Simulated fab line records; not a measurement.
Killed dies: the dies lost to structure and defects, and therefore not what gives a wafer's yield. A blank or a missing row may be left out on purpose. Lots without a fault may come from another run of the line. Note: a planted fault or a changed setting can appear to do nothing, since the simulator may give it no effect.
Matching of chambers / flow n5-finfet / rie-diel-04 running N5_BEOL_M2_ETCH_63: 4 sister chambers
The step etches SiARC in CF4, target depth 15.6 nm, time 26 s. 22 wafers are shown with their chamber, then 11 later ones without.

## WAFERS PAIRED WITH THEIR CHAMBERS
wafer=L074.1; chamber=2; drypump-motor-current-A (A)=5.7; showerhead-plenum-p-Torr (Torr)=2.12; etch-rf-on-time-s (s)=26.5
wafer=L074.3; chamber=1; drypump-motor-current-A (A)=6.1; showerhead-plenum-p-Torr (Torr)=2.26; etch-rf-on-time-s (s)=25.7
wafer=L074.6; chamber=0; drypump-motor-current-A (A)=6.5; showerhead-plenum-p-Torr (Torr)=2.26; etch-rf-on-time-s (s)=26.2
wafer=L077.2; chamber=0; drypump-motor-current-A (A)=6.5; showerhead-plenum-p-Torr (Torr)=2.26; etch-rf-on-time-s (s)=26.0
wafer=L077.5; chamber=2; drypump-motor-current-A (A)=5.7; showerhead-plenum-p-Torr (Torr)=2.12; etch-rf-on-time-s (s)=26.8
wafer=L077.6; chamber=1; drypump-motor-current-A (A)=6.1; showerhead-plenum-p-Torr (Torr)=2.26; etch-rf-on-time-s (s)=25.5
wafer=L083.1; chamber=0; drypump-motor-current-A (A)=6.5; showerhead-plenum-p-Torr (Torr)=2.25; etch-rf-on-time-s (s)=25.9
wafer=L083.2; chamber=1; drypump-motor-current-A (A)=6.1; showerhead-plenum-p-Torr (Torr)=2.25; etch-rf-on-time-s (s)=25.7
wafer=L083.4; chamber=1; drypump-motor-current-A (A)=6.1; showerhead-plenum-p-Torr (Torr)=2.25; etch-rf-on-time-s (s)=25.7
wafer=L085.1; chamber=3; drypump-motor-current-A (A)=5.9; showerhead-plenum-p-Torr (Torr)=2.27; etch-rf-on-time-s (s)=24.9
wafer=L085.3; chamber=0; drypump-motor-current-A (A)=6.5; showerhead-plenum-p-Torr (Torr)=2.25; etch-rf-on-time-s (s)=26.3
wafer=L085.4; chamber=3; drypump-motor-current-A (A)=5.9; showerhead-plenum-p-Torr (Torr)=2.27; etch-rf-on-time-s (s)=25.2
wafer=L086.1; chamber=1; drypump-motor-current-A (A)=6.1; showerhead-plenum-p-Torr (Torr)=2.25; etch-rf-on-time-s (s)=25.8
wafer=L086.2; chamber=0; drypump-motor-current-A (A)=6.5; showerhead-plenum-p-Torr (Torr)=2.25; etch-rf-on-time-s (s)=26.2
wafer=L086.4; chamber=3; drypump-motor-current-A (A)=6.0; showerhead-plenum-p-Torr (Torr)=2.27; etch-rf-on-time-s (s)=25.1
wafer=L089.1; chamber=0; drypump-motor-current-A (A)=6.5; showerhead-plenum-p-Torr (Torr)=2.25; etch-rf-on-time-s (s)=26.1
wafer=L089.3; chamber=3; drypump-motor-current-A (A)=5.9; showerhead-plenum-p-Torr (Torr)=2.26; etch-rf-on-time-s (s)=24.9
wafer=L089.6; chamber=1; drypump-motor-current-A (A)=6.1; showerhead-plenum-p-Torr (Torr)=2.25; etch-rf-on-time-s (s)=25.6
wafer=L090.2; chamber=0; drypump-motor-current-A (A)=6.5; showerhead-plenum-p-Torr (Torr)=2.25; etch-rf-on-time-s (s)=25.8
wafer=L090.4; chamber=2; drypump-motor-current-A (A)=5.7; showerhead-plenum-p-Torr (Torr)=2.11; etch-rf-on-time-s (s)=25.4
wafer=L090.5; chamber=3; drypump-motor-current-A (A)=6.0; showerhead-plenum-p-Torr (Torr)=2.26; etch-rf-on-time-s (s)=25.0
wafer=L092.1; chamber=1; drypump-motor-current-A (A)=6.1; showerhead-plenum-p-Torr (Torr)=2.24; etch-rf-on-time-s (s)=26.0

SIGNATURES (means of the wafers above)
reading=drypump-motor-current-A; chamber 0=6.500; chamber 1=6.100; chamber 2=5.700; chamber 3=5.940; scatter within a chamber=0.0258
reading=showerhead-plenum-p-Torr; chamber 0=2.2529; chamber 1=2.2514; chamber 2=2.1167; chamber 3=2.2660; scatter within a chamber=0.00585
reading=etch-rf-on-time-s; chamber 0=26.071; chamber 1=25.714; chamber 2=26.233; chamber 3=25.020; scatter within a chamber=0.288
Rule: distance of a wafer from a chamber = root of the sum over the readings of ((wafer's reading minus chamber's mean) / reading's scatter) squared. The wafer belongs to the nearest chamber; if the next one is less than 2 further off, it can't be placed. How the scatter is found: for the shown wafers, subtract from each reading the mean of its chamber, square and add these, divide the total by (wafers less chambers), then take the root.

## WAFERS WHOSE CHAMBER IS MISSING
wafer=L092.4; drypump-motor-current-A (A)=5.7; showerhead-plenum-p-Torr (Torr)=2.11; etch-rf-on-time-s (s)=26.1
wafer=L092.5; drypump-motor-current-A (A)=5.8; showerhead-plenum-p-Torr (Torr)=2.11; etch-rf-on-time-s (s)=25.8
wafer=L093.3; drypump-motor-current-A (A)=5.7; showerhead-plenum-p-Torr (Torr)=2.11; etch-rf-on-time-s (s)=25.9
wafer=L093.4; drypump-motor-current-A (A)=6.1; showerhead-plenum-p-Torr (Torr)=2.24; etch-rf-on-time-s (s)=25.7
wafer=L093.5; drypump-motor-current-A (A)=6.0; showerhead-plenum-p-Torr (Torr)=2.26; etch-rf-on-time-s (s)=25.5
wafer=L095.2; drypump-motor-current-A (A)=5.9; showerhead-plenum-p-Torr (Torr)=2.26; etch-rf-on-time-s (s)=24.8
wafer=L095.3; drypump-motor-current-A (A)=6.5; showerhead-plenum-p-Torr (Torr)=2.24; etch-rf-on-time-s (s)=25.7
wafer=L095.4; drypump-motor-current-A (A)=6.1; showerhead-plenum-p-Torr (Torr)=2.24; etch-rf-on-time-s (s)=25.2
wafer=L096.1; drypump-motor-current-A (A)=5.7; showerhead-plenum-p-Torr (Torr)=2.11; etch-rf-on-time-s (s)=25.4
wafer=L096.4; drypump-motor-current-A (A)=6.0; showerhead-plenum-p-Torr (Torr)=2.26; etch-rf-on-time-s (s)=24.7
wafer=L096.5; drypump-motor-current-A (A)=5.7; showerhead-plenum-p-Torr (Torr)=2.11; etch-rf-on-time-s (s)=25.4

## WHICH CHAMBER EACH WENT THROUGH
wafer=L092.4; from the rows above=2; in truth=2
wafer=L092.5; from the rows above=2; in truth=2
wafer=L093.3; from the rows above=2; in truth=2
wafer=L093.4; from the rows above=1; in truth=1
wafer=L093.5; from the rows above=can't be placed: 3 or 1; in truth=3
wafer=L095.2; from the rows above=3; in truth=3
wafer=L095.3; from the rows above=0; in truth=0
wafer=L095.4; from the rows above=1; in truth=1
wafer=L096.1; from the rows above=2; in truth=2
wafer=L096.4; from the rows above=3; in truth=3
wafer=L096.5; from the rows above=2; in truth=2
Placed correctly: 10 of 11. From these rows, 1 cannot be placed; in 1 the true chamber is one of the candidates. Number placed wrongly: 0.
